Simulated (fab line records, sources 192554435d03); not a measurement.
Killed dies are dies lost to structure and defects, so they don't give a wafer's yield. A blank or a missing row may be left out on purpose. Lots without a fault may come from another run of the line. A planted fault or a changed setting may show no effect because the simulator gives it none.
Chamber matching | flow n5_finfet | N5_BEOL_M9_ILD_DEP_00 on pecvd-03: 3 sister chambers
The step deposits SiCOH lowk from DEMS/porogen, target thk 308.51 nm, time 58 s. 14 wafers are shown with their chamber, then 7 later ones without.

WAFERS WITH THEIR CHAMBER
wafer  | chamber | throttle_valve_pct (%) | showerhead_plenum_p_Torr (Torr) | heater_power_w (W)
L074.2 | 2       | 12.8                   | 5.746                           | 325
L074.3 | 0       | 14.5                   | 5.740                           | 307
L074.4 | 1       | 14.5                   | 5.757                           | 270
L083.2 | 0       | 14.6                   | 5.742                           | 361
L083.5 | 2       | 13.2                   | 5.763                           | 366
L083.6 | 0       | 14.6                   | 5.755                           | 362
L088.2 | 0       | 14.5                   | 5.730                           | 324
L088.5 | 0       | 14.7                   | 5.738                           | 341
L088.6 | 1       | 14.6                   | 5.762                           | 297
L089.2 | 2       | 13.1                   | 5.743                           | 356
L089.3 | 1       | 14.5                   | 5.763                           | 340
L089.6 | 2       | 13.1                   | 5.735                           | 371
L090.1 | 0       | 14.5                   | 5.729                           | 355
L090.2 | 2       | 13.2                   | 5.733                           | 379

SIGNATURES (means of the wafers above)
reading                  | chamber 0 | chamber 1 | chamber 2 | scatter within a chamber
throttle_valve_pct       | 14.567    | 14.533    | 13.080    | 0.116
showerhead_plenum_p_Torr | 5.73900   | 5.76067   | 5.74400   | 0.00971
heater_power_w           | 341.67    | 302.33    | 359.40    | 24.7
Rule: a wafer's distance from a chamber is the root of the sum, over the readings, of the square of ((its reading less the chamber's mean) divided by the reading's scatter). The wafer belongs to the nearest chamber; if the next one is less than 2 further off, it can't be placed. The scatter: the root of (the sum of the squares of (reading less its chamber's mean) over the shown wafers, divided by (wafers less chambers)).

WAFERS WITHOUT THEIR CHAMBER
wafer  | throttle_valve_pct (%) | showerhead_plenum_p_Torr (Torr) | heater_power_w (W)
L090.3 | 14.3                   | 5.752                           | 285
L092.1 | 14.3                   | 5.733                           | 352
L092.4 | 13.1                   | 5.755                           | 359
L092.6 | 13.0                   | 5.749                           | 373
L097.2 | 13.1                   | 5.730                           | 330
L097.3 | 14.6                   | 5.741                           | 356
L097.6 | 13.3                   | 5.736                           | 347

WHICH CHAMBER EACH WENT THROUGH
wafer  | from the rows above     | in truth
L090.3 | can't be placed: 1 or 0 | 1
L092.1 | can't be placed: 0 or 1 | 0
L092.4 | 2                       | 2
L092.6 | 2                       | 2
L097.2 | 2                       | 2
L097.3 | 0                       | 0
L097.6 | 2                       | 2
Placed correctly: 5 of 7. Can't be placed from these rows: 2 (the true chamber is among the candidates in 2). Placed wrongly: 0.
